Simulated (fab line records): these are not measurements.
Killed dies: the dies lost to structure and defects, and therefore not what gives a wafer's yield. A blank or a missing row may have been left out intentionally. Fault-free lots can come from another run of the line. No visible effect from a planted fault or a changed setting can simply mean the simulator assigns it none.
Matching of chambers / flow nand-harc / 3 sister chambers for NHARC_A_STAIRCASE_DEP_471 on pecvd-04
The step deposits SiO2, target thk 100 nm. 6 wafers are shown with their chamber, then 8 later ones without.

WAFERS PAIRED WITH THEIR CHAMBERS
wafer=L081.5; chamber=1; throttle-valve-pct (%)=15.5; heater-power-w (W)=530
wafer=L087.1; chamber=1; throttle-valve-pct (%)=15.6; heater-power-w (W)=505
wafer=L089.1; chamber=0; throttle-valve-pct (%)=15.9; heater-power-w (W)=564
wafer=L089.5; chamber=0; throttle-valve-pct (%)=16.0; heater-power-w (W)=582
wafer=L089.6; chamber=2; throttle-valve-pct (%)=16.1; heater-power-w (W)=469
wafer=L091.4; chamber=2; throttle-valve-pct (%)=16.3; heater-power-w (W)=450

WAFERS MISSING THEIR CHAMBER
wafer=L091.5; throttle-valve-pct (%)=15.8; heater-power-w (W)=605
wafer=L091.6; throttle-valve-pct (%)=15.6; heater-power-w (W)=624
wafer=L094.2; throttle-valve-pct (%)=16.4; heater-power-w (W)=391
wafer=L094.3; throttle-valve-pct (%)=15.9; heater-power-w (W)=480
wafer=L094.5; throttle-valve-pct (%)=15.9; heater-power-w (W)=651
wafer=L096.1; throttle-valve-pct (%)=15.4; heater-power-w (W)=578
wafer=L096.4; throttle-valve-pct (%)=16.0; heater-power-w (W)=563
wafer=L096.6; throttle-valve-pct (%)=15.5; heater-power-w (W)=524

WHICH CHAMBER EACH WENT THROUGH
wafer=L091.5; from the rows above=0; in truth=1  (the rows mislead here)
wafer=L091.6; from the rows above=0; in truth=0
wafer=L094.2; from the rows above=2; in truth=2
wafer=L094.3; from the rows above=can't be placed: 2 or 1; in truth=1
wafer=L094.5; from the rows above=0; in truth=0
wafer=L096.1; from the rows above=can't be placed: 1 or 0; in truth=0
wafer=L096.4; from the rows above=0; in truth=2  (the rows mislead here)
wafer=L096.6; from the rows above=1; in truth=1
4 of 8 placed correctly. Unplaceable from these rows: 2, with the true chamber sitting among the candidates in 2. Placed wrongly: 2.
How it was worked out, from the rows above alone: a wafer's distance from a chamber is the root of the sum, over the readings, of the square of ((its reading less the chamber's mean) divided by the reading's scatter). The wafer belongs to the nearest chamber; if the next one is less than 2 further off, it can't be placed. Each chamber's mean is taken over the wafers shown for it. How the scatter is found: for the shown wafers, subtract from each reading the mean of its chamber, square and add these, divide the total by (wafers less chambers), then take the root.
